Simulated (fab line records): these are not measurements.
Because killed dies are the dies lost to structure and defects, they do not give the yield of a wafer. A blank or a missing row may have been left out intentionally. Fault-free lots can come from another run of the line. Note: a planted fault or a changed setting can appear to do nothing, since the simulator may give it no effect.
Split-lot trial / flow n5-finfet / 21 wafers read from 7 lots, route of 1938 steps

## ON THE SPLIT
At N5_BEOL_M10_COAT_64 (time 60 s, resist thk 30 nm), the setting spin-rpm was moved away from the recipe's 1500 rpm on 7 of the 21 wafers read, by -10.2% to +8.4%. This setting was run at the recipe's value on the other wafers.

## FROM THE SPLIT TO THE READING: what the file shows between them, 6 steps
- N5_BEOL_M10_EXPOSE_25: exposes mask V9 (also split here: dose-mj)
- N5_BEOL_M10_PEB_26: peb time 60 s
- N5_BEOL_M10_DEVELOP_27: develop time 30 s
- N5_BEOL_M10_CD_MEAS_28: target cd 70 nm
- N5_BEOL_M10_DESCUM_33: chemistry O2, time 7.9 s
- N5_BEOL_M10_ETCH_65: etches SiARC in CF4, target depth 39 nm, time 65 s

## THE READING
SiARC_of_BEOL_M10_COAT_64.thk-nm (the simulator's own value, which no gauge read), in nm, at N5_BEOL_M10_ETCH_66 (etches SOC in N2/H2, target depth 120 nm, overetch 24 nm, time 180 s). The file does not state a usual value for it. Across the 14 wafers here that went through the recipe, the average is 22.7 nm and the standard deviation 0.15 nm.

wafer=L074.1; tool, chamber at the split=litho-track-02, 0; spin-rpm as run, rpm=1500; against the recipe=recipe; SiARC_of_BEOL_M10_COAT_64.thk-nm, nm=22.8; against lot-mates on the recipe=-
wafer=L074.2; tool, chamber at the split=litho-track-02, 0; spin-rpm as run, rpm=1500; against the recipe=recipe; SiARC_of_BEOL_M10_COAT_64.thk-nm, nm=22.8; against lot-mates on the recipe=-
wafer=L074.6; tool, chamber at the split=litho-track-02, 0; spin-rpm as run, rpm=1365; against the recipe=-9.0%; SiARC_of_BEOL_M10_COAT_64.thk-nm, nm=24.2; against lot-mates on the recipe=+1.4
wafer=L076.1; tool, chamber at the split=litho-track-01, 0; spin-rpm as run, rpm=1500; against the recipe=recipe; SiARC_of_BEOL_M10_COAT_64.thk-nm, nm=22.6; against lot-mates on the recipe=-
wafer=L076.3; tool, chamber at the split=litho-track-01, 0; spin-rpm as run, rpm=1500; against the recipe=recipe; SiARC_of_BEOL_M10_COAT_64.thk-nm, nm=22.6; against lot-mates on the recipe=-
wafer=L076.6; tool, chamber at the split=litho-track-01, 0; spin-rpm as run, rpm=1500; against the recipe=recipe; SiARC_of_BEOL_M10_COAT_64.thk-nm, nm=22.6; against lot-mates on the recipe=-
wafer=L079.2; tool, chamber at the split=litho-track-02, 0; spin-rpm as run, rpm=1347; against the recipe=-10.2%; SiARC_of_BEOL_M10_COAT_64.thk-nm, nm=24.4; against lot-mates on the recipe=+1.8
wafer=L079.6; tool, chamber at the split=litho-track-02, 0; spin-rpm as run, rpm=1347; against the recipe=-10.2%; SiARC_of_BEOL_M10_COAT_64.thk-nm, nm=24.4; against lot-mates on the recipe=+1.8
wafer=L079.4; tool, chamber at the split=litho-track-02, 0; spin-rpm as run, rpm=1500; against the recipe=recipe; SiARC_of_BEOL_M10_COAT_64.thk-nm, nm=22.6; against lot-mates on the recipe=-
wafer=L081.3; tool, chamber at the split=litho-track-02, 0; spin-rpm as run, rpm=1500; against the recipe=recipe; SiARC_of_BEOL_M10_COAT_64.thk-nm, nm=22.8; against lot-mates on the recipe=-
wafer=L081.4; tool, chamber at the split=litho-track-02, 0; spin-rpm as run, rpm=1500; against the recipe=recipe; SiARC_of_BEOL_M10_COAT_64.thk-nm, nm=22.8; against lot-mates on the recipe=-
wafer=L081.6; tool, chamber at the split=litho-track-02, 0; spin-rpm as run, rpm=1500; against the recipe=recipe; SiARC_of_BEOL_M10_COAT_64.thk-nm, nm=22.8; against lot-mates on the recipe=-
wafer=L095.1; tool, chamber at the split=litho-track-03, 0; spin-rpm as run, rpm=1500; against the recipe=recipe; SiARC_of_BEOL_M10_COAT_64.thk-nm, nm=22.8; against lot-mates on the recipe=-
wafer=L095.4; tool, chamber at the split=litho-track-03, 0; spin-rpm as run, rpm=1500; against the recipe=recipe; SiARC_of_BEOL_M10_COAT_64.thk-nm, nm=22.6; against lot-mates on the recipe=-
wafer=L095.5; tool, chamber at the split=litho-track-03, 0; spin-rpm as run, rpm=1500; against the recipe=recipe; SiARC_of_BEOL_M10_COAT_64.thk-nm, nm=23; against lot-mates on the recipe=-
wafer=L097.1; tool, chamber at the split=litho-track-01, 0; spin-rpm as run, rpm=1626; against the recipe=+8.4%; SiARC_of_BEOL_M10_COAT_64.thk-nm, nm=21.4; against lot-mates on the recipe=-1.2
wafer=L097.2; tool, chamber at the split=litho-track-01, 0; spin-rpm as run, rpm=1626; against the recipe=+8.4%; SiARC_of_BEOL_M10_COAT_64.thk-nm, nm=21.4; against lot-mates on the recipe=-1.2
wafer=L097.5; tool, chamber at the split=litho-track-01, 0; spin-rpm as run, rpm=1500; against the recipe=recipe; SiARC_of_BEOL_M10_COAT_64.thk-nm, nm=22.6; against lot-mates on the recipe=-
wafer=L094.1; tool, chamber at the split=litho-track-01, 0; spin-rpm as run, rpm=1417; against the recipe=-5.5%; SiARC_of_BEOL_M10_COAT_64.thk-nm, nm=23.6; against lot-mates on the recipe=+1.2
wafer=L094.3; tool, chamber at the split=litho-track-01, 0; spin-rpm as run, rpm=1417; against the recipe=-5.5%; SiARC_of_BEOL_M10_COAT_64.thk-nm, nm=23.4; against lot-mates on the recipe=+1.0
wafer=L094.6; tool, chamber at the split=litho-track-01, 0; spin-rpm as run, rpm=1500; against the recipe=recipe; SiARC_of_BEOL_M10_COAT_64.thk-nm, nm=22.4; against lot-mates on the recipe=-

FIT RESULTS
A straight line over all 21 wafers: SiARC_of_BEOL_M10_COAT_64.thk-nm changes by -0.16 nm for each +1% of spin-rpm; r = -0.99; the points scatter about the line by 0.14 nm.
The same after taking each lot's own level away (the mean of its wafers on the recipe; 21 wafers): -0.164 nm for each +1%; r = -0.99; scatter 0.11 nm.
Per that fit: largest spin-rpm move, reading shift of 1.7 nm.
The span of the lots' own levels, 22.40 to 22.80 nm, comes to 2.7 times the standard deviation stated above.
Hence the lot-to-lot level has little effect on the slope; both slopes agree.
Check: for one of the wafers moved furthest among these (-10.2%), held out of the fit, the line's prediction against its lot-mates is +1.69 nm. It came out at +1.8 nm against them.

## THESE WAFERS: OTHER SPLITS
Before the reading, these wafers also passed through other splits. Each is held against what the fit with the lots' levels taken away leaves over:
other split on the same wafers=N5_BEOL_M9_TRENCH_ETCH_37 bias-w; wafers away from the commonest value=7; r with SiARC_of_BEOL_M10_COAT_64.thk-nm (lot level and that fit taken away)=+0.40
other split on the same wafers=N5_BEOL_M10_EXPOSE_25 dose-mj; wafers away from the commonest value=6; r with SiARC_of_BEOL_M10_COAT_64.thk-nm (lot level and that fit taken away)=+0.22

## THE WHOLE CHAIN: every reading that the file lists as answering this split, in the file's order
step=N5_BEOL_M10_COAT_64; what it does=time 60 s, resist thk 30 nm; reading=SiARC_of_BEOL_M10_COAT_64.thk-nm (the simulator's own value, which no gauge read); change (the file's fit)=-0.163 nm for each +1% of the setting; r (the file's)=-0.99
step=N5_BEOL_M10_ETCH_65; what it does=etches SiARC in CF4, target depth 39 nm, time 65 s; reading=etch-rf-on-time-s; change (the file's fit)=withheld for each +1% of the setting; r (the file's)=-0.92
step=N5_BEOL_M10_ETCH_65; what it does=etches SiARC in CF4, target depth 39 nm, time 65 s; reading=CAR-ArF_of_BEOL_M10_COAT_22.thk-nm (the simulator's own value, which no gauge read); change (the file's fit)=+0.141 nm for each +1% of the setting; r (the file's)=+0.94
step=N5_BEOL_M10_ETCH_65; what it does=etches SiARC in CF4, target depth 39 nm, time 65 s; reading=etch.depth-nm (the simulator's own value, which no gauge read); change (the file's fit)=-0.157 nm for each +1% of the setting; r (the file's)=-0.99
step=N5_BEOL_M10_ETCH_66; what it does=etches SOC in N2/H2, target depth 120 nm, overetch 24 nm, time 180 s; reading=SiARC_of_BEOL_M10_COAT_64.thk-nm (the simulator's own value, which no gauge read); change (the file's fit)=-0.165 nm for each +1% of the setting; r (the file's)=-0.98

## FILE'S OWN FIT
SiARC_of_BEOL_M10_COAT_64.thk-nm changes by -0.165 nm for each +1% of spin-rpm, r = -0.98.
